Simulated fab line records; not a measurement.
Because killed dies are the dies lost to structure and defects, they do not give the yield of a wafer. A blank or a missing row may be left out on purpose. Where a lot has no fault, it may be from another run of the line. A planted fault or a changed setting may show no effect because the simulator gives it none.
Which tool is to blame? / flow n5 finfet / 72 wafers sampled from 24 lots at 1 step of a route of 1938

## WHAT THE GAUGES READ, wafer by wafer
N5_HKMG_FIN_THK_MEAS_70: measures by xrf. Usual: for HK_THK the level is 1.600 nm and the standard deviation is 0.019.
lot=L074; measured=day 4 00:14; on=film metro-02; HK_THK (nm)=1.609 1.594 1.617; flag=
lot=L075; measured=day 4 08:25; on=film metro-01; HK_THK (nm)=1.613 1.607 1.602; flag=
lot=L076; measured=day 4 15:18; on=film metro-01; HK_THK (nm)=1.602 1.613 1.625; flag=
lot=L077; measured=day 4 21:07; on=film metro-02; HK_THK (nm)=1.573 1.613 1.593; flag=
lot=L078; measured=day 5 04:52; on=film metro-01; HK_THK (nm)=1.615 1.619 1.611; flag=
lot=L079; measured=day 5 06:49; on=film metro-01; HK_THK (nm)=1.606 1.621 1.602; flag=
lot=L080; measured=day 5 15:16; on=film metro-01; HK_THK (nm)=1.610 1.596 1.586; flag=
lot=L081; measured=day 5 19:41; on=film metro-01; HK_THK (nm)=1.610 1.611 1.612; flag=
lot=L082; measured=day 6 01:35; on=film metro-02; HK_THK (nm)=1.619 1.574 1.601; flag=
lot=L083; measured=day 6 06:52; on=film metro-01; HK_THK (nm)=1.605 1.602 1.608; flag=
lot=L084; measured=day 6 14:26; on=film metro-01; HK_THK (nm)=1.594 1.613 1.611; flag=
lot=L085; measured=day 7 01:20; on=film metro-01; HK_THK (nm)=1.599 1.591 1.604; flag=
lot=L086; measured=day 7 07:22; on=film metro-02; HK_THK (nm)=1.600 1.631 1.562; flag=
lot=L087; measured=day 7 12:37; on=film metro-01; HK_THK (nm)=1.600 1.608 1.586; flag=
lot=L088; measured=day 7 22:18; on=film metro-02; HK_THK (nm)=1.586 1.559 1.617; flag=
lot=L089; measured=day 7 23:59; on=film metro-02; HK_THK (nm)=1.580 1.623 1.600; flag=
lot=L090; measured=day 8 03:55; on=film metro-02; HK_THK (nm)=1.588 1.622 1.610; flag=
lot=L091; measured=day 8 10:21; on=film metro-02; HK_THK (nm)=1.568 1.600 1.575; flag=
lot=L092; measured=day 8 20:28; on=film metro-02; HK_THK (nm)=1.596 1.605 1.615; flag=
lot=L093; measured=day 8 22:34; on=film metro-02; HK_THK (nm)=1.557 1.592 1.550; flag=
lot=L094; measured=day 9 05:13; on=film metro-02; HK_THK (nm)=1.633 1.611 1.604; flag=
lot=L095; measured=day 9 10:27; on=film metro-01; HK_THK (nm)=1.610 1.600 1.612; flag=
lot=L096; measured=day 9 15:46; on=film metro-02; HK_THK (nm)=1.612 1.581 1.610; flag=
lot=L097; measured=day 9 23:45; on=film metro-02; HK_THK (nm)=1.602 1.609 1.595; flag=

## WHAT TOOL EACH LOT RAN ON (gives the tool, then ch and the chambers of the sampled wafers, and finally the start)
The record shows no process step preceding these readings.

## AS READ BY THE TOOLS THEMSELVES (means over the sampled wafers that have a number; for cases with no such wafer, the mark the record gives instead)
The record holds no such reading with a usual standard deviation.

## THE ANSWER, worked out from the rows above alone
Rule: a lot counts as off when the mean over its wafers that have a number is more than 3 standard deviations away from the usual mean. Also off: a lot with no number at a reading for which 4 or more lots have one. Where the step has rows for the other lots, those lots are counted as sound. After the gauges, taken in route order, come the tools' own readings; for these a lot's mean is taken, as printed above. The first step at which some lot is off is used, and at that step the reading that is off furthest; a lot without a number counts as furthest.
No lot is off at any reading shown: from this, nothing can be told.

## WHAT THE SIMULATOR PUT IN
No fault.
